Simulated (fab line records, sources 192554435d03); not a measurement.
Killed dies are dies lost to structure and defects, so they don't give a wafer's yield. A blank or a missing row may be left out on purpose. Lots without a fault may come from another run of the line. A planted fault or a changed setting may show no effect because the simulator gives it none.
Chamber matching | flow n5_finfet | N5_MOL_CONTACT_COAG_ETCHBACK_132 on rie_diel-04: 4 sister chambers
The step etches SiO2 in CHF3, target depth 10 nm, time 6.7 s. 20 wafers are shown with their chamber, then 10 later ones without.

WAFERS WITH THEIR CHAMBER
wafer  | chamber | rf_vpp_V (V) | throttle_valve_pct (%) | drypump_motor_current_A (A)
L074.3 | 1       | 548          | 18.79                  | 6.3
L074.4 | 3       | 497          | 18.41                  | 6.5
L074.6 | 0       | 526          | 18.73                  | 5.8
L081.1 | 0       | 528          | 18.74                  | 5.8
L081.2 | 2       | 542          | 18.33                  | 4.9
L081.5 | 3       | 497          | 18.44                  | 6.6
L082.1 | 1       | 547          | 18.80                  | 6.3
L082.2 | 0       | 526          | 18.75                  | 5.7
L082.3 | 3       | 497          | 18.44                  | 6.6
L082.4 | 2       | 541          | 18.33                  | 4.9
L082.5 | 2       | 543          | 18.34                  | 4.9
L082.6 | 3       | 496          | 18.45                  | 6.5
L083.2 | 2       | 541          | 18.34                  | 4.9
L083.3 | 1       | 548          | 18.80                  | 6.3
L083.4 | 0       | 528          | 18.73                  | 5.7
L088.3 | 2       | 543          | 18.33                  | 4.9
L088.5 | 0       | 529          | 18.74                  | 5.7
L088.6 | 3       | 497          | 18.45                  | 6.6
L090.2 | 0       | 528          | 18.74                  | 5.7
L090.4 | 1       | 547          | 18.83                  | 6.4

SIGNATURES (means of the wafers above)
reading                 | chamber 0 | chamber 1 | chamber 2 | chamber 3 | scatter within a chamber
rf_vpp_V                | 527.50    | 547.50    | 542.00    | 496.80    | 0.912
throttle_valve_pct      | 18.7383   | 18.8050   | 18.3340   | 18.4380   | 0.0122
drypump_motor_current_A | 5.733     | 6.325     | 4.900     | 6.560     | 0.0453
Rule: a wafer's distance from a chamber is the root of the sum, over the readings, of the square of ((its reading less the chamber's mean) divided by the reading's scatter). The wafer belongs to the nearest chamber; if the next one is less than 2 further off, it can't be placed. The scatter: the root of (the sum of the squares of (reading less its chamber's mean) over the shown wafers, divided by (wafers less chambers)).

WAFERS WITHOUT THEIR CHAMBER
wafer  | rf_vpp_V (V) | throttle_valve_pct (%) | drypump_motor_current_A (A)
L090.5 | 496          | 18.46                  | 6.5
L091.1 | 531          | 18.76                  | 5.7
L091.2 | 548          | 18.82                  | 6.3
L091.4 | 497          | 18.46                  | 6.5
L092.1 | 528          | 18.75                  | 5.8
L092.4 | 547          | 18.83                  | 6.4
L092.6 | 528          | 18.75                  | 5.8
L095.2 | 528          | 18.77                  | 5.7
L095.3 | 542          | 18.37                  | 4.9
L095.5 | 528          | 18.78                  | 5.7

WHICH CHAMBER EACH WENT THROUGH
wafer  | from the rows above | in truth
L090.5 | 3                   | 3
L091.1 | 0                   | 0
L091.2 | 1                   | 1
L091.4 | 3                   | 3
L092.1 | 0                   | 0
L092.4 | 1                   | 1
L092.6 | 0                   | 0
L095.2 | 0                   | 0
L095.3 | 2                   | 2
L095.5 | 0                   | 0
Placed correctly: 10 of 10. Can't be placed from these rows: 0. Placed wrongly: 0.
